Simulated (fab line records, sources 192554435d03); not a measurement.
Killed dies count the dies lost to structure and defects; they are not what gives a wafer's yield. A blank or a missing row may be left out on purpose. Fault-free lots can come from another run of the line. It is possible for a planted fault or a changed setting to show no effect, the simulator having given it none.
Matching of chambers + flow n5_finfet + N5_BEOL_M6_STRIP_36 on rie_diel-02 has 4 sister chambers
The step strips in N2/H2. 8 wafers are shown with their chamber, then 8 later ones without.

## WAFERS, EACH WITH ITS CHAMBER
| wafer  | chamber | drypump_motor_current_A (A) | showerhead_plenum_p_Torr (Torr) |
|--------|---------|-----------------------------|---------------------------------|
| L080.6 | 0       | 5.9                         | 2.49                            |
| L084.4 | 3       | 5.4                         | 2.59                            |
| L084.5 | 3       | 5.4                         | 2.59                            |
| L084.6 | 2       | 6.7                         | 2.60                            |
| L086.3 | 1       | 5.8                         | 2.67                            |
| L086.4 | 2       | 6.8                         | 2.60                            |
| L086.5 | 1       | 5.8                         | 2.67                            |
| L089.1 | 0       | 5.9                         | 2.48                            |

## WAFERS WITHOUT THEIR CHAMBER
| wafer  | drypump_motor_current_A (A) | showerhead_plenum_p_Torr (Torr) |
|--------|-----------------------------|---------------------------------|
| L089.4 | 5.4                         | 2.59                            |
| L089.6 | 6.8                         | 2.59                            |
| L090.1 | 5.8                         | 2.66                            |
| L090.3 | 5.9                         | 2.48                            |
| L090.4 | 6.7                         | 2.59                            |
| L094.1 | 5.9                         | 2.48                            |
| L094.2 | 6.8                         | 2.59                            |
| L094.4 | 5.8                         | 2.66                            |

## THE CHAMBER EACH PASSED THROUGH
| wafer  | from the rows above | in truth |
|--------|---------------------|----------|
| L089.4 | 3                   | 3        |
| L089.6 | 2                   | 2        |
| L090.1 | 1                   | 1        |
| L090.3 | 0                   | 0        |
| L090.4 | 2                   | 2        |
| L094.1 | 0                   | 0        |
| L094.2 | 2                   | 2        |
| L094.4 | 1                   | 1        |
Correct placement for 8 of the 8. Number that these rows cannot place: 0. Wrongly placed: 0.
How it was worked out, from the rows above alone: a wafer's distance from a chamber is the root of the sum, over the readings, of the square of ((its reading less the chamber's mean) divided by the reading's scatter). The wafer belongs to the nearest chamber; if the next one is less than 2 further off, it can't be placed. For every chamber, the mean is computed from those of its wafers that are shown. How the scatter is found: for the shown wafers, subtract from each reading the mean of its chamber, square and add these, divide the total by (wafers less chambers), then take the root.
